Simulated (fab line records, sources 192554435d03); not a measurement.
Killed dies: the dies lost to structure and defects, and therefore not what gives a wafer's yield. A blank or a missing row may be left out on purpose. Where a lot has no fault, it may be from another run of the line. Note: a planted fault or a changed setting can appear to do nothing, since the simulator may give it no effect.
fab line records || flow n5Finfet || part 2 of 2: steps 22 to 28 of 28
[record] {"lots": 5, "wafers": 15, "lastDay": 16}
route steps=1938 shown BEOL_M7@1281
lots with no fault: from the same line, run without faults
startH: hours from the record's first day to the start of the lot's first wafer shown || waitH: time in hours since the lot's previous step || " repeats the value in the row above || L1.1+2: one row covering several wafers at once || - no value present, or no start provided || * or withheld: withheld || < > ~ a bound
route shown NAME@n: NAME is a module with steps in the file, n the number in the route of the first one || usual: mean/standard deviation taken from wafers without a fault || same: alike in all rows || chamber/n: place in a boat || sites: the reading at each site || _std_site: standard deviation across them || _edge_site: mean of outer sites minus mean of inner sites || radiusMm: how far each site lies from the wafer's centre || mask NAME#n: copy n || behind: tool/chamber where the wafer was last shaped || hold: cause of the lot's hold/its duration in hours/its outcome || device: which transistor (n, p or np) failed to switch || end of line: the tests these same wafers got at the end of their route || step lacking rows: just its recipe || killed: dies that structure and defects cost at the first sort, which is not the same as the wafer's yield || map: the dies of a wafer, with x for killed, . for not killed, _ for no die there
set.NAME: the setting as run; set.NAME@STEP: as run at that earlier step || model.NAME: the simulator's own value behind a step, which no gauge read
lots seen at some steps along the route; tables by step, rows by wafer
services: the hour from which a tool's chamber was out of use, counted from the record's first day as startH (under 0 if before that day), plus the number of hours and why
[[steps]]
[step N5_BEOL_M7_ETCH_66]
[recipe] {"chemistry": "N2/H2", "target": "SOC", "targetDepthA": 800, "overetchA": 160, "maskMaterial": "SiARC", "tempC": 40, "timeS": 120, "ionEnergyEv": 200, "pressureMtorr": 30, "sourceW": 840, "biasW": 150, "n2FlowSccm": 200, "h2FlowSccm": 200}
[usual] {"drypumpMotorCurrentA": "5.8/0.42", "oesProductAu": "0.61/0.065", "rfVppV": "524.3/2.2", "showerheadPlenumPTorr": "2.56/0.071", "throttleValvePct": "18.0/0.32"}
{"lot.wafer": "L078.2", "tool": "rieDiel-02", "chamber": 2, "startH": 214.03, "waitH": 0.0, "drypumpMotorCurrentA": 5.9, "oesProductAu": 0.57, "rfHoursCounterH": 150, "rfVppV": 523.3, "showerheadPlenumPTorr": 2.55, "throttleValvePct": 18.3}
{"lot.wafer": "L078.4", "tool": "rieDiel-02", "chamber": 0, "startH": 214.03, "waitH": 0.0, "drypumpMotorCurrentA": 6.1, "oesProductAu": 0.52, "rfHoursCounterH": "-", "rfVppV": 524.4, "showerheadPlenumPTorr": 2.59, "throttleValvePct": 18.1}
{"lot.wafer": "L078.6", "tool": "rieDiel-02", "chamber": 2, "startH": 214.03, "waitH": 0.0, "drypumpMotorCurrentA": 6.0, "oesProductAu": 0.57, "rfHoursCounterH": "-", "rfVppV": 522.2, "showerheadPlenumPTorr": 2.55, "throttleValvePct": 18.3}
{"lot.wafer": "L081.4", "tool": "rieDiel-04", "chamber": 0, "startH": 233.55, "waitH": 0.0, "drypumpMotorCurrentA": 5.4, "oesProductAu": 0.58, "rfHoursCounterH": 146, "rfVppV": 520.6, "showerheadPlenumPTorr": 2.45, "throttleValvePct": 18.0}
{"lot.wafer": "L081.5", "tool": "rieDiel-04", "chamber": 1, "startH": 233.55, "waitH": 0.0, "drypumpMotorCurrentA": 6.4, "oesProductAu": 0.64, "rfHoursCounterH": "-", "rfVppV": 524.8, "showerheadPlenumPTorr": 2.56, "throttleValvePct": 17.8}
{"lot.wafer": "L081.6", "tool": "rieDiel-04", "chamber": 0, "startH": 233.55, "waitH": 0.0, "drypumpMotorCurrentA": 5.4, "oesProductAu": 0.58, "rfHoursCounterH": "-", "rfVppV": 522.2, "showerheadPlenumPTorr": 2.45, "throttleValvePct": 18.0}
{"lot.wafer": "L084.1", "tool": "rieDiel-04", "chamber": 0, "startH": 263.02, "waitH": 0.0, "drypumpMotorCurrentA": 5.4, "oesProductAu": 0.58, "rfHoursCounterH": 153, "rfVppV": 519.6, "showerheadPlenumPTorr": 2.45, "throttleValvePct": 18.0}
{"lot.wafer": "L084.2", "tool": "rieDiel-04", "chamber": 2, "startH": 263.02, "waitH": 0.0, "drypumpMotorCurrentA": 5.3, "oesProductAu": 0.68, "rfHoursCounterH": 27, "rfVppV": 524.5, "showerheadPlenumPTorr": 2.60, "throttleValvePct": 17.6}
{"lot.wafer": "L084.6", "tool": "rieDiel-04", "chamber": 3, "startH": 263.02, "waitH": 0.0, "drypumpMotorCurrentA": 5.4, "oesProductAu": 0.65, "rfHoursCounterH": "-", "rfVppV": 525.4, "showerheadPlenumPTorr": 2.58, "throttleValvePct": 17.7}
{"lot.wafer": "L090.1", "tool": "rieDiel-04", "chamber": 1, "startH": 290.33, "waitH": 0.0, "drypumpMotorCurrentA": 6.5, "oesProductAu": 0.64, "rfHoursCounterH": 75, "rfVppV": 525.0, "showerheadPlenumPTorr": 2.55, "throttleValvePct": 17.8}
{"lot.wafer": "L090.2", "tool": "rieDiel-04", "chamber": 3, "startH": 290.33, "waitH": 0.0, "drypumpMotorCurrentA": 5.4, "oesProductAu": 0.65, "rfHoursCounterH": 62, "rfVppV": 525.0, "showerheadPlenumPTorr": 2.58, "throttleValvePct": 17.7}
{"lot.wafer": "L090.6", "tool": "rieDiel-04", "chamber": 1, "startH": 290.33, "waitH": 0.0, "drypumpMotorCurrentA": 6.5, "oesProductAu": 0.63, "rfHoursCounterH": "-", "rfVppV": 526.8, "showerheadPlenumPTorr": 2.55, "throttleValvePct": 17.8}
{"lot.wafer": "L091.3", "tool": "rieDiel-04", "chamber": 0, "startH": 298.09, "waitH": 0.0, "drypumpMotorCurrentA": 5.4, "oesProductAu": 0.57, "rfHoursCounterH": 163, "rfVppV": 520.7, "showerheadPlenumPTorr": 2.44, "throttleValvePct": 18.1}
{"lot.wafer": "L091.4", "tool": "rieDiel-04", "chamber": 2, "startH": 298.09, "waitH": 0.0, "drypumpMotorCurrentA": 5.2, "oesProductAu": 0.66, "rfHoursCounterH": 38, "rfVppV": 525.7, "showerheadPlenumPTorr": 2.60, "throttleValvePct": 17.6}
{"lot.wafer": "L091.6", "tool": "rieDiel-04", "chamber": 1, "startH": 298.09, "waitH": 0.0, "drypumpMotorCurrentA": 6.4, "oesProductAu": 0.63, "rfHoursCounterH": "-", "rfVppV": 524.2, "showerheadPlenumPTorr": 2.55, "throttleValvePct": 17.8}
[step N5_BEOL_M7_STRIP_69]
[recipe] {"chemistry": "N2/H2", "tempC": 40, "n2FlowSccm": 200, "h2FlowSccm": 200, "rfFrequencyHz": 6e+07}
{"lot.wafer": "L078.2+4+6", "tool": "rieDiel-02", "chamber": "2,0,2", "startH": 214.11, "waitH": 0.0}
{"lot.wafer": "L081.4+5+6", "tool": "rieDiel-04", "chamber": "0,1,0", "startH": 233.63, "waitH": 0.0}
{"lot.wafer": "L084.1+2+6", "tool": "rieDiel-04", "chamber": "0,2,3", "startH": 263.10, "waitH": 0.0}
{"lot.wafer": "L090.1+2+6", "tool": "rieDiel-04", "chamber": "1,3,1", "startH": 290.41, "waitH": 0.0}
{"lot.wafer": "L091.3+4+6", "tool": "rieDiel-04", "chamber": "0,2,1", "startH": 298.17, "waitH": 0.0}
[step N5_BEOL_M7_STRIP_73]
[recipe] {"chemistry": "N2/H2", "tempC": 40, "n2FlowSccm": 200, "h2FlowSccm": 200, "rfFrequencyHz": 6e+07}
{"lot.wafer": "L078.2+4+6", "tool": "rieDiel-02", "chamber": "2,0,2", "startH": 214.12, "waitH": 0.0}
{"lot.wafer": "L081.4+5+6", "tool": "rieDiel-04", "chamber": "0,1,0", "startH": 233.64, "waitH": 0.0}
{"lot.wafer": "L084.1+2+6", "tool": "rieDiel-04", "chamber": "0,2,3", "startH": 263.11, "waitH": 0.0}
{"lot.wafer": "L090.1+2+6", "tool": "rieDiel-04", "chamber": "1,3,1", "startH": 290.42, "waitH": 0.0}
{"lot.wafer": "L091.3+4+6", "tool": "rieDiel-04", "chamber": "0,2,1", "startH": 298.18, "waitH": 0.0}
[step N5_BEOL_M7_VIA_ETCH_34]
[recipe] {"chemistry": "C4F6/O2", "target": "SiCOH_lowk", "targetDepthA": 1255, "maskMaterial": "SOC", "taperDeg": 4, "timeS": 50.5, "ionEnergyEv": 250, "pressureMtorr": 30, "sourceW": 345, "biasW": 185, "Ar_flow_sccm": 300, "C4F6_flow_sccm": 10, "O2_flow_sccm": 10}
[usual] {"drypumpMotorCurrentA": "5.8/0.42", "mfcArSccm": "299.9/0.87", "oesProductAu": "0.80/0.091", "rfVppV": "665/12", "showerheadPlenumPTorr": "2.86/0.075", "throttleValvePct": "21.01/0.29"}
{"lot.wafer": "L078.2", "tool": "rieDiel-02", "chamber": 2, "startH": 214.13, "waitH": 0.0, "drypumpMotorCurrentA": 6.0, "mfcArSccm": 301.9, "oesProductAu": 0.73, "rfHoursCounterH": 150, "rfVppV": 672, "showerheadPlenumPTorr": 2.85, "throttleValvePct": 21.32}
{"lot.wafer": "L078.4", "tool": "rieDiel-02", "chamber": 0, "startH": 214.13, "waitH": 0.0, "drypumpMotorCurrentA": 6.1, "mfcArSccm": 299.3, "oesProductAu": 0.66, "rfHoursCounterH": "-", "rfVppV": 672, "showerheadPlenumPTorr": 2.92, "throttleValvePct": 21.26}
{"lot.wafer": "L078.6", "tool": "rieDiel-02", "chamber": 2, "startH": 214.13, "waitH": 0.0, "drypumpMotorCurrentA": 6.0, "mfcArSccm": 301.1, "oesProductAu": 0.74, "rfHoursCounterH": "-", "rfVppV": 674, "showerheadPlenumPTorr": 2.86, "throttleValvePct": 21.31}
{"lot.wafer": "L081.4", "tool": "rieDiel-04", "chamber": 0, "startH": 233.65, "waitH": 0.0, "drypumpMotorCurrentA": 5.4, "mfcArSccm": 298.8, "oesProductAu": 0.77, "rfHoursCounterH": 146, "rfVppV": 648, "showerheadPlenumPTorr": 2.74, "throttleValvePct": 20.91}
{"lot.wafer": "L081.5", "tool": "rieDiel-04", "chamber": 1, "startH": 233.65, "waitH": 0.0, "drypumpMotorCurrentA": 6.4, "mfcArSccm": 300.5, "oesProductAu": 0.86, "rfHoursCounterH": "-", "rfVppV": 664, "showerheadPlenumPTorr": 2.87, "throttleValvePct": 20.93}
{"lot.wafer": "L081.6", "tool": "rieDiel-04", "chamber": 0, "startH": 233.65, "waitH": 0.0, "drypumpMotorCurrentA": 5.4, "mfcArSccm": 299.7, "oesProductAu": 0.77, "rfHoursCounterH": "-", "rfVppV": 649, "showerheadPlenumPTorr": 2.74, "throttleValvePct": 20.89}
{"lot.wafer": "L084.1", "tool": "rieDiel-04", "chamber": 0, "startH": 263.12, "waitH": 0.0, "drypumpMotorCurrentA": 5.4, "mfcArSccm": 299.4, "oesProductAu": 0.75, "rfHoursCounterH": 153, "rfVppV": 648, "showerheadPlenumPTorr": 2.74, "throttleValvePct": 20.93}
{"lot.wafer": "L084.2", "tool": "rieDiel-04", "chamber": 2, "startH": 263.12, "waitH": 0.0, "drypumpMotorCurrentA": 5.3, "mfcArSccm": 300.2, "oesProductAu": 0.91, "rfHoursCounterH": 27, "rfVppV": 675, "showerheadPlenumPTorr": 2.91, "throttleValvePct": 20.60}
{"lot.wafer": "L084.6", "tool": "rieDiel-04", "chamber": 3, "startH": 263.12, "waitH": 0.0, "drypumpMotorCurrentA": 5.4, "mfcArSccm": 297.4, "oesProductAu": 0.86, "rfHoursCounterH": "-", "rfVppV": 670, "showerheadPlenumPTorr": 2.88, "throttleValvePct": 20.68}
{"lot.wafer": "L090.1", "tool": "rieDiel-04", "chamber": 1, "startH": 290.43, "waitH": 0.0, "drypumpMotorCurrentA": 6.5, "mfcArSccm": 301.4, "oesProductAu": 0.84, "rfHoursCounterH": 75, "rfVppV": 664, "showerheadPlenumPTorr": 2.86, "throttleValvePct": 20.95}
{"lot.wafer": "L090.2", "tool": "rieDiel-04", "chamber": 3, "startH": 290.43, "waitH": 0.0, "drypumpMotorCurrentA": 5.4, "mfcArSccm": 298.9, "oesProductAu": 0.85, "rfHoursCounterH": 62, "rfVppV": 670, "showerheadPlenumPTorr": 2.88, "throttleValvePct": 20.70}
{"lot.wafer": "L090.6", "tool": "rieDiel-04", "chamber": 1, "startH": 290.43, "waitH": 0.0, "drypumpMotorCurrentA": 6.4, "mfcArSccm": 300.7, "oesProductAu": 0.84, "rfHoursCounterH": "-", "rfVppV": 665, "showerheadPlenumPTorr": 2.86, "throttleValvePct": 20.96}
{"lot.wafer": "L091.3", "tool": "rieDiel-04", "chamber": 0, "startH": 298.19, "waitH": 0.0, "drypumpMotorCurrentA": 5.4, "mfcArSccm": 301.8, "oesProductAu": 0.75, "rfHoursCounterH": 163, "rfVppV": 649, "showerheadPlenumPTorr": 2.74, "throttleValvePct": 20.94}
{"lot.wafer": "L091.4", "tool": "rieDiel-04", "chamber": 2, "startH": 298.19, "waitH": 0.0, "drypumpMotorCurrentA": 5.2, "mfcArSccm": 300.0, "oesProductAu": 0.90, "rfHoursCounterH": 38, "rfVppV": 674, "showerheadPlenumPTorr": 2.90, "throttleValvePct": 20.60}
{"lot.wafer": "L091.6", "tool": "rieDiel-04", "chamber": 1, "startH": 298.19, "waitH": 0.0, "drypumpMotorCurrentA": 6.4, "mfcArSccm": 299.8, "oesProductAu": 0.83, "rfHoursCounterH": "-", "rfVppV": 664, "showerheadPlenumPTorr": 2.86, "throttleValvePct": 20.95}
[step N5_BEOL_M7_STRIP_76]
[recipe] {"chemistry": "C4F6/O2", "resist": "SiARC", "rfFrequencyHz": 6e+07}
{"lot.wafer": "L078.2+4+6", "tool": "rieDiel-02", "chamber": "2,0,2", "startH": 214.17, "waitH": 0.0}
{"lot.wafer": "L081.4+5+6", "tool": "rieDiel-04", "chamber": "0,1,0", "startH": 233.70, "waitH": 0.0}
{"lot.wafer": "L084.1+2+6", "tool": "rieDiel-04", "chamber": "0,2,3", "startH": 263.16, "waitH": 0.0}
{"lot.wafer": "L090.1+2+6", "tool": "rieDiel-04", "chamber": "1,3,1", "startH": 290.47, "waitH": 0.0}
{"lot.wafer": "L091.3+4+6", "tool": "rieDiel-04", "chamber": "0,2,1", "startH": 298.23, "waitH": 0.0}
[step N5_BEOL_M7_STRIP_36]
[recipe] {"chemistry": "N2/H2", "powerW": 450, "tempC": 40, "pressureMtorr": 20, "rfFrequencyHz": 6e+07, "overashFraction": 0.3, "biasPowerW": 7, "h2Frac": 0.5, "n2FlowSccm": 200, "h2FlowSccm": 200}
[usual] {"drypumpMotorCurrentA": "5.8/0.42", "oesProductAu": "0.80/0.093", "rfVppV": "59.2/1.4", "showerheadPlenumPTorr": "2.55/0.071", "throttleValvePct": "23.8/0.39"}
{"lot.wafer": "L078.2", "tool": "rieDiel-02", "chamber": 2, "startH": 214.18, "waitH": 0.0, "drypumpMotorCurrentA": 6.0, "oesProductAu": 0.75, "rfHoursCounterH": 150, "rfVppV": 59.8, "showerheadPlenumPTorr": 2.55, "throttleValvePct": 24.4}
{"lot.wafer": "L078.4", "tool": "rieDiel-02", "chamber": 0, "startH": 214.18, "waitH": 0.0, "drypumpMotorCurrentA": 6.1, "oesProductAu": 0.68, "rfHoursCounterH": "-", "rfVppV": 59.2, "showerheadPlenumPTorr": 2.58, "throttleValvePct": 23.8}
{"lot.wafer": "L078.6", "tool": "rieDiel-02", "chamber": 2, "startH": 214.18, "waitH": 0.0, "drypumpMotorCurrentA": 6.0, "oesProductAu": 0.74, "rfHoursCounterH": "-", "rfVppV": 59.8, "showerheadPlenumPTorr": 2.55, "throttleValvePct": 24.4}
{"lot.wafer": "L081.4", "tool": "rieDiel-04", "chamber": 0, "startH": 233.71, "waitH": 0.0, "drypumpMotorCurrentA": 5.4, "oesProductAu": 0.76, "rfHoursCounterH": 146, "rfVppV": 57.0, "showerheadPlenumPTorr": 2.45, "throttleValvePct": 24.1}
{"lot.wafer": "L081.5", "tool": "rieDiel-04", "chamber": 1, "startH": 233.71, "waitH": 0.0, "drypumpMotorCurrentA": 6.5, "oesProductAu": 0.86, "rfHoursCounterH": "-", "rfVppV": 57.9, "showerheadPlenumPTorr": 2.55, "throttleValvePct": 23.6}
{"lot.wafer": "L081.6", "tool": "rieDiel-04", "chamber": 0, "startH": 233.71, "waitH": 0.0, "drypumpMotorCurrentA": 5.4, "oesProductAu": 0.76, "rfHoursCounterH": "-", "rfVppV": 61.8, "showerheadPlenumPTorr": 2.45, "throttleValvePct": 24.1}
{"lot.wafer": "L084.1", "tool": "rieDiel-04", "chamber": 0, "startH": 263.17, "waitH": 0.0, "drypumpMotorCurrentA": 5.4, "oesProductAu": 0.76, "rfHoursCounterH": 153, "rfVppV": 58.6, "showerheadPlenumPTorr": 2.45, "throttleValvePct": 24.1}
{"lot.wafer": "L084.2", "tool": "rieDiel-04", "chamber": 2, "startH": 263.17, "waitH": 0.0, "drypumpMotorCurrentA": 5.3, "oesProductAu": 0.90, "rfHoursCounterH": 27, "rfVppV": 59.3, "showerheadPlenumPTorr": 2.60, "throttleValvePct": 23.4}
{"lot.wafer": "L084.6", "tool": "rieDiel-04", "chamber": 3, "startH": 263.17, "waitH": 0.0, "drypumpMotorCurrentA": 5.4, "oesProductAu": 0.88, "rfHoursCounterH": "-", "rfVppV": 56.7, "showerheadPlenumPTorr": 2.58, "throttleValvePct": 23.6}
{"lot.wafer": "L090.1", "tool": "rieDiel-04", "chamber": 1, "startH": 290.48, "waitH": 0.0, "drypumpMotorCurrentA": 6.5, "oesProductAu": 0.83, "rfHoursCounterH": 75, "rfVppV": 58.6, "showerheadPlenumPTorr": 2.55, "throttleValvePct": 23.6}
{"lot.wafer": "L090.2", "tool": "rieDiel-04", "chamber": 3, "startH": 290.48, "waitH": 0.0, "drypumpMotorCurrentA": 5.4, "oesProductAu": 0.86, "rfHoursCounterH": 62, "rfVppV": 57.1, "showerheadPlenumPTorr": 2.58, "throttleValvePct": 23.6}
{"lot.wafer": "L090.6", "tool": "rieDiel-04", "chamber": 1, "startH": 290.48, "waitH": 0.0, "drypumpMotorCurrentA": 6.4, "oesProductAu": 0.85, "rfHoursCounterH": "-", "rfVppV": 59.5, "showerheadPlenumPTorr": 2.55, "throttleValvePct": 23.6}
{"lot.wafer": "L091.3", "tool": "rieDiel-04", "chamber": 0, "startH": 298.24, "waitH": 0.0, "drypumpMotorCurrentA": 5.4, "oesProductAu": 0.75, "rfHoursCounterH": 163, "rfVppV": 59.9, "showerheadPlenumPTorr": 2.44, "throttleValvePct": 24.1}
{"lot.wafer": "L091.4", "tool": "rieDiel-04", "chamber": 2, "startH": 298.24, "waitH": 0.0, "drypumpMotorCurrentA": 5.2, "oesProductAu": 0.88, "rfHoursCounterH": 38, "rfVppV": 59.9, "showerheadPlenumPTorr": 2.60, "throttleValvePct": 23.4}
{"lot.wafer": "L091.6", "tool": "rieDiel-04", "chamber": 1, "startH": 298.24, "waitH": 0.0, "drypumpMotorCurrentA": 6.5, "oesProductAu": 0.83, "rfHoursCounterH": "-", "rfVppV": 57.2, "showerheadPlenumPTorr": 2.55, "throttleValvePct": 23.6}
[step N5_BEOL_M7_TRENCH_ETCH_37]
[recipe] {"chemistry": "C4F6/O2", "targetDepthA": 934.78, "target": "SiCOH_lowk", "timeS": 31.2, "ionEnergyEv": 250, "pressureMtorr": 30, "sourceW": 345, "biasW": 185, "Ar_flow_sccm": 300, "C4F6_flow_sccm": 10, "O2_flow_sccm": 10}
[usual] {"drypumpMotorCurrentA": "5.8/0.42", "mfcArSccm": "300.1/0.93", "oesProductAu": "0.80/0.091", "rfVppV": "665/11", "showerheadPlenumPTorr": "2.86/0.075", "throttleValvePct": "21.05/0.29"}
{"lot.wafer": "L078.2", "tool": "rieDiel-02", "chamber": 2, "startH": "-", "waitH": "-", "drypumpMotorCurrentA": 6.0, "mfcArSccm": 300.6, "oesProductAu": 0.74, "rfHoursCounterH": 150, "rfVppV": 674, "showerheadPlenumPTorr": 2.86, "throttleValvePct": 21.35}
{"lot.wafer": "L078.4", "tool": "rieDiel-02", "chamber": 0, "startH": "-", "waitH": "-", "drypumpMotorCurrentA": 6.1, "mfcArSccm": 300.2, "oesProductAu": 0.67, "rfHoursCounterH": "-", "rfVppV": 671, "showerheadPlenumPTorr": 2.92, "throttleValvePct": 21.31}
{"lot.wafer": "L078.6", "tool": "rieDiel-02", "chamber": 2, "startH": "-", "waitH": "-", "drypumpMotorCurrentA": 6.0, "mfcArSccm": 300.5, "oesProductAu": 0.74, "rfHoursCounterH": "-", "rfVppV": 674, "showerheadPlenumPTorr": 2.86, "throttleValvePct": 21.34}
{"lot.wafer": "L081.4", "tool": "rieDiel-04", "chamber": 0, "startH": "-", "waitH": "-", "drypumpMotorCurrentA": 5.4, "mfcArSccm": 300.3, "oesProductAu": 0.76, "rfHoursCounterH": 146, "rfVppV": 648, "showerheadPlenumPTorr": 2.74, "throttleValvePct": 20.93}
{"lot.wafer": "L081.5", "tool": "rieDiel-04", "chamber": 1, "startH": "-", "waitH": "-", "drypumpMotorCurrentA": 6.4, "mfcArSccm": 300.1, "oesProductAu": 0.85, "rfHoursCounterH": "-", "rfVppV": 664, "showerheadPlenumPTorr": 2.87, "throttleValvePct": 20.95}
{"lot.wafer": "L081.6", "tool": "rieDiel-04", "chamber": 0, "startH": "-", "waitH": "-", "drypumpMotorCurrentA": 5.4, "mfcArSccm": 300.7, "oesProductAu": 0.76, "rfHoursCounterH": "-", "rfVppV": 649, "showerheadPlenumPTorr": 2.74, "throttleValvePct": 20.93}
{"lot.wafer": "L084.1", "tool": "rieDiel-04", "chamber": 0, "startH": "-", "waitH": "-", "drypumpMotorCurrentA": 5.4, "mfcArSccm": 299.8, "oesProductAu": 0.76, "rfHoursCounterH": 153, "rfVppV": 650, "showerheadPlenumPTorr": 2.74, "throttleValvePct": 20.93}
{"lot.wafer": "L084.2", "tool": "rieDiel-04", "chamber": 2, "startH": "-", "waitH": "-", "drypumpMotorCurrentA": 5.2, "mfcArSccm": 300.3, "oesProductAu": 0.90, "rfHoursCounterH": 27, "rfVppV": 674, "showerheadPlenumPTorr": 2.91, "throttleValvePct": 20.61}
{"lot.wafer": "L084.6", "tool": "rieDiel-04", "chamber": 3, "startH": "-", "waitH": "-", "drypumpMotorCurrentA": 5.4, "mfcArSccm": 301.0, "oesProductAu": 0.85, "rfHoursCounterH": "-", "rfVppV": 669, "showerheadPlenumPTorr": 2.88, "throttleValvePct": 20.73}
{"lot.wafer": "L090.1", "tool": "rieDiel-04", "chamber": 1, "startH": "-", "waitH": "-", "drypumpMotorCurrentA": 6.4, "mfcArSccm": 297.9, "oesProductAu": 0.85, "rfHoursCounterH": 75, "rfVppV": 664, "showerheadPlenumPTorr": 2.86, "throttleValvePct": 20.97}
{"lot.wafer": "L090.2", "tool": "rieDiel-04", "chamber": 3, "startH": "-", "waitH": "-", "drypumpMotorCurrentA": 5.4, "mfcArSccm": 301.1, "oesProductAu": 0.85, "rfHoursCounterH": 63, "rfVppV": 669, "showerheadPlenumPTorr": 2.88, "throttleValvePct": 20.74}
{"lot.wafer": "L090.6", "tool": "rieDiel-04", "chamber": 1, "startH": "-", "waitH": "-", "drypumpMotorCurrentA": 6.4, "mfcArSccm": 299.4, "oesProductAu": 0.84, "rfHoursCounterH": "-", "rfVppV": 664, "showerheadPlenumPTorr": 2.86, "throttleValvePct": 20.99}
{"lot.wafer": "L091.3", "tool": "rieDiel-04", "chamber": 0, "startH": "-", "waitH": "-", "drypumpMotorCurrentA": 5.4, "mfcArSccm": 299.2, "oesProductAu": 0.75, "rfHoursCounterH": 163, "rfVppV": 648, "showerheadPlenumPTorr": 2.74, "throttleValvePct": 20.96}
{"lot.wafer": "L091.4", "tool": "rieDiel-04", "chamber": 2, "startH": "-", "waitH": "-", "drypumpMotorCurrentA": 5.3, "mfcArSccm": 300.0, "oesProductAu": 0.88, "rfHoursCounterH": 38, "rfVppV": 673, "showerheadPlenumPTorr": 2.90, "throttleValvePct": 20.65}
{"lot.wafer": "L091.6", "tool": "rieDiel-04", "chamber": 1, "startH": "-", "waitH": "-", "drypumpMotorCurrentA": 6.5, "mfcArSccm": 299.4, "oesProductAu": 0.83, "rfHoursCounterH": "-", "rfVppV": 664, "showerheadPlenumPTorr": 2.86, "throttleValvePct": 20.97}
[[services]]
{"tool": "rieDiel-05", "chamber": 1, "startH": 190.32, "hours": 5.2, "kind": "repair"}
{"tool": "euvScanner-01", "chamber": "-", "startH": 197.07, "hours": 1.0, "kind": "pm"}
{"tool": "rieMetal-03", "chamber": "-", "startH": 197.99, "hours": 2.8, "kind": "pm"}
{"tool": "rieDiel-05", "chamber": 2, "startH": 233.75, "hours": 3.4, "kind": "repair"}
{"tool": "euvScanner-01", "chamber": "-", "startH": 234.10, "hours": 0.9, "kind": "repair"}
{"tool": "euvScanner-01", "chamber": "-", "startH": 240.38, "hours": 4.6, "kind": "pm"}
{"tool": "euvScanner-02", "chamber": "-", "startH": 245.00, "hours": 1.0, "kind": "pm"}
{"tool": "rieMetal-03", "chamber": "-", "startH": 246.82, "hours": 0.5, "kind": "repair"}
{"tool": "euvScanner-01", "chamber": "-", "startH": 253.22, "hours": 1.0, "kind": "pm"}
{"tool": "rieDiel-02", "chamber": 1, "startH": 255.03, "hours": "-", "kind": "clean"}
{"tool": "rieDiel-02", "chamber": 1, "startH": 255.03, "hours": "-", "kind": "consumableReplace:focusRing"}
{"tool": "rieDiel-02", "chamber": 1, "startH": 255.03, "hours": "-", "kind": "consumableReplace:showerhead"}
{"tool": "rieDiel-02", "chamber": 1, "startH": 255.03, "hours": 15.8, "kind": "scheduledDown"}
{"tool": "rieDiel-02", "chamber": 1, "startH": 255.03, "hours": 15.8, "kind": "ventCycle"}
{"tool": "rieDiel-02", "chamber": "-", "startH": 256.05, "hours": 0.7, "kind": "repair"}
{"tool": "rieDiel-02", "chamber": 0, "startH": 260.26, "hours": 18.6, "kind": "repair"}
{"tool": "euvScanner-02", "chamber": "-", "startH": 262.99, "hours": 2.0, "kind": "repair"}
{"tool": "rieDiel-02", "chamber": 0, "startH": 278.93, "hours": "-", "kind": "clean"}
{"tool": "rieDiel-02", "chamber": 0, "startH": 278.93, "hours": "-", "kind": "consumableReplace:focusRing"}
{"tool": "rieDiel-02", "chamber": 0, "startH": 278.93, "hours": 18.1, "kind": "scheduledDown"}
{"tool": "rieDiel-02", "chamber": 0, "startH": 278.93, "hours": 18.1, "kind": "ventCycle"}
{"tool": "rieMetal-01", "chamber": "-", "startH": 291.71, "hours": 2.8, "kind": "pm"}
{"tool": "euvScanner-02", "chamber": "-", "startH": 296.89, "hours": 1.0, "kind": "pm"}
{"tool": "euvScanner-02", "chamber": "-", "startH": 297.92, "hours": 3.0, "kind": "repair"}
